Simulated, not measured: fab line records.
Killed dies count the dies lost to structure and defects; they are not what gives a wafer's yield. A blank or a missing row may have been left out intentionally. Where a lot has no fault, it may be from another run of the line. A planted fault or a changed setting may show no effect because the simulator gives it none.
A struck lot beside a sound one :: flow nand_harc :: 14 steps out of a route of 1302
Sound: these wafers, L336.1, L336.3, L336.5. Struck: wafer L335.5 (L335.2, L335.6, from the same lot, were not struck and are left out); the cause is given at the end.
At each step with rows: each side's tool, then ch and its chambers, then its first start. Under that, the readings that differ: sound wafers :: struck wafers :: difference of the means :: sigmas: that difference in standard deviations of wafers without a fault.
alike: readings whose means differ by less than 2 such deviations, and words and numbers that are the same on both sides. not compared: withheld readings, readings that some wafer has no value for, bounds like >300 that may hide the same value, and numbers for which the record gives no deviation and whose values overlap.
Wherever a step has rows on one side only, a row that says differs or no value, or a row with sigmas, the two part there. Numbers that have no deviation but don't overlap get no sigmas and don't part them. Lack of a reading on every wafer of one side parts them only where that side has two or more wafers.

first, 2 steps without rows for these wafers: NHARC_A_STAIRCASE_HARDBAKE_185 (time 140 s); NHARC_A_STAIRCASE_DESCUM_186 (chemistry O2, time 3 s).
NHARC_A_STAIRCASE_TRIM_187: chemistry O2, time 211.2 s.
  sound on rie_diel-13 ch 0,1,3, day 23 16:15; struck on rie_diel-12 ch 1, day 23 04:49
  alike: drypump_motor_current_A, oes_product_au, rf_vpp_V, showerhead_plenum_p_Torr, throttle_valve_pct
  not compared: rf_hours_counter_h
then, 2 steps without rows for these wafers: NHARC_A_STAIRCASE_ETCH_188 (etches the open film in C4F8/O2, target depth 100 nm, time 40.5 s); NHARC_A_STAIRCASE_TRIM_189 (chemistry O2, time 211.2 s).
NHARC_A_STAIRCASE_ETCH_190: etches the open film in C4F8/O2, target depth 100 nm, time 40.5 s.
  sound on rie_diel-13 ch 0,3; struck on rie_diel-12 ch 0
reading: rf_vpp_V (V)
sound: 899 888 890
struck: 906
difference: +14
sigmas: +2
  alike: bias_w, oes_product_au, rf_fwd_power_W, run_length_s
  not compared: rf_hours_counter_h
then, 3 steps without rows for these wafers: NHARC_A_STAIRCASE_TRIM_191 (chemistry O2, time 211.2 s); NHARC_A_STAIRCASE_ETCH_192 (etches the open film in C4F8/O2, target depth 100 nm, time 40.5 s); NHARC_A_STAIRCASE_TRIM_193 (chemistry O2, time 211.2 s).
NHARC_A_STAIRCASE_ETCH_194: etches the open film in C4F8/O2, target depth 100 nm, time 40.5 s.
  sound on rie_diel-13 ch 2,3; struck on rie_diel-12 ch 3
reading: rf_vpp_V (V)
sound: 888 898 889
struck: 904
difference: +12
sigmas: +2
  alike: bias_w, oes_product_au, rf_fwd_power_W, run_length_s
  not compared: rf_hours_counter_h
NHARC_A_STAIRCASE_TRIM_196: chemistry O2, time 211.2 s.
  sound on rie_diel-13 ch 0,3, day 23 17:16; struck on rie_diel-09 ch 2, day 23 06:01
  alike: drypump_motor_current_A, oes_product_au, rf_vpp_V, showerhead_plenum_p_Torr, throttle_valve_pct
  not compared: rf_hours_counter_h
NHARC_A_STAIRCASE_ETCH_197: etches the open film in C4F8/O2, target depth 100 nm, time 40.5 s.
  sound on rie_diel-13 ch 0,2,3, day 23 17:28; struck on rie_diel-09 ch 0, day 23 06:13
reading: oes_product_au (a.u.)
sound: 0.946 0.947 0.933
struck: 0.973
difference: +0.031
sigmas: +2

reading: run_length_s (s)
sound: 61.8 61.9 62.3
struck: 51.8
difference: -10.2
sigmas: -33
  alike: rf_vpp_V
  not compared: bias_w, rf_fwd_power_W, rf_hours_counter_h
NHARC_A_STAIRCASE_TRIM_198: chemistry O2, time 211.2 s.
  sound on rie_diel-13 ch 0,3; struck on rie_diel-09 ch 0
  alike: drypump_motor_current_A, oes_product_au, rf_vpp_V, showerhead_plenum_p_Torr, throttle_valve_pct
  not compared: rf_hours_counter_h
-- the record jumps here: 9 days lie between the struck wafers' starts before and after (it left off in module A_STAIRCASE and takes up again in module END, whose first step shown is number 1302 of the route) --
NHARC_END_SORT_01:
  the record has rows for the struck wafers here (prober-02 ch 0, day 32 02:05) and none for the sound ones

## WHERE THEY PART
First at NHARC_A_STAIRCASE_ETCH_190; last, within this record, at NHARC_END_SORT_01.

WHY: what had been put in by the simulator
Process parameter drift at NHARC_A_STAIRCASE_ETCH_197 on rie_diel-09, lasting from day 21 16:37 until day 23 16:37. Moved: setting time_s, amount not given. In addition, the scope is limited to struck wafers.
